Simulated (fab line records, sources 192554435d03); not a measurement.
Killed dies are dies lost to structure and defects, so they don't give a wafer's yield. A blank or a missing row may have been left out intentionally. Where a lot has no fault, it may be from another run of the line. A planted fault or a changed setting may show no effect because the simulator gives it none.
Chamber matching | flow n5_finfet | N5_HKMG_FIN_ETCH_58 on rie_diel-01: 4 sister chambers
The step etches SOC in N2/H2, target depth 215.8 nm, time 741 s. 8 wafers are shown with their chamber, then 8 later ones without.

== EACH WAFER AND ITS CHAMBER ==
wafer  | chamber | drypump_motor_current_A (A) | showerhead_plenum_p_Torr (Torr)
L081.1 | 0       | 5.1                         | 2.47
L081.5 | 3       | 5.3                         | 2.62
L088.3 | 0       | 5.1                         | 2.46
L088.5 | 2       | 6.1                         | 2.65
L089.1 | 1       | 5.9                         | 2.50
L089.2 | 3       | 5.2                         | 2.61
L089.3 | 2       | 6.1                         | 2.65
L092.1 | 1       | 5.9                         | 2.49

== WAFERS MISSING THEIR CHAMBER ==
wafer  | drypump_motor_current_A (A) | showerhead_plenum_p_Torr (Torr)
L092.2 | 5.2                         | 2.45
L092.4 | 6.1                         | 2.64
L093.3 | 5.3                         | 2.61
L093.5 | 6.1                         | 2.64
L093.6 | 5.9                         | 2.49
L095.1 | 5.1                         | 2.45
L095.2 | 6.1                         | 2.64
L095.4 | 5.2                         | 2.61

== CHAMBER TAKEN BY EACH ==
wafer  | from the rows above | in truth
L092.2 | 0                   | 0
L092.4 | 2                   | 2
L093.3 | 3                   | 3
L093.5 | 2                   | 2
L093.6 | 1                   | 1
L095.1 | 0                   | 0
L095.2 | 2                   | 2
L095.4 | 3                   | 3
Correctly placed: 8 of 8. Not placeable from these rows: 0. Placed wrongly: 0.
How it was worked out, from the rows above alone: a wafer's distance from a chamber is the root of the sum, over the readings, of the square of ((its reading less the chamber's mean) divided by the reading's scatter). The wafer belongs to the nearest chamber; if the next one is less than 2 further off, it can't be placed. For every chamber, the mean is computed from those of its wafers that are shown. The scatter is the square root of a quotient: the sum, over the shown wafers, of each reading's squared deviation from its chamber's mean, divided by wafers minus chambers.
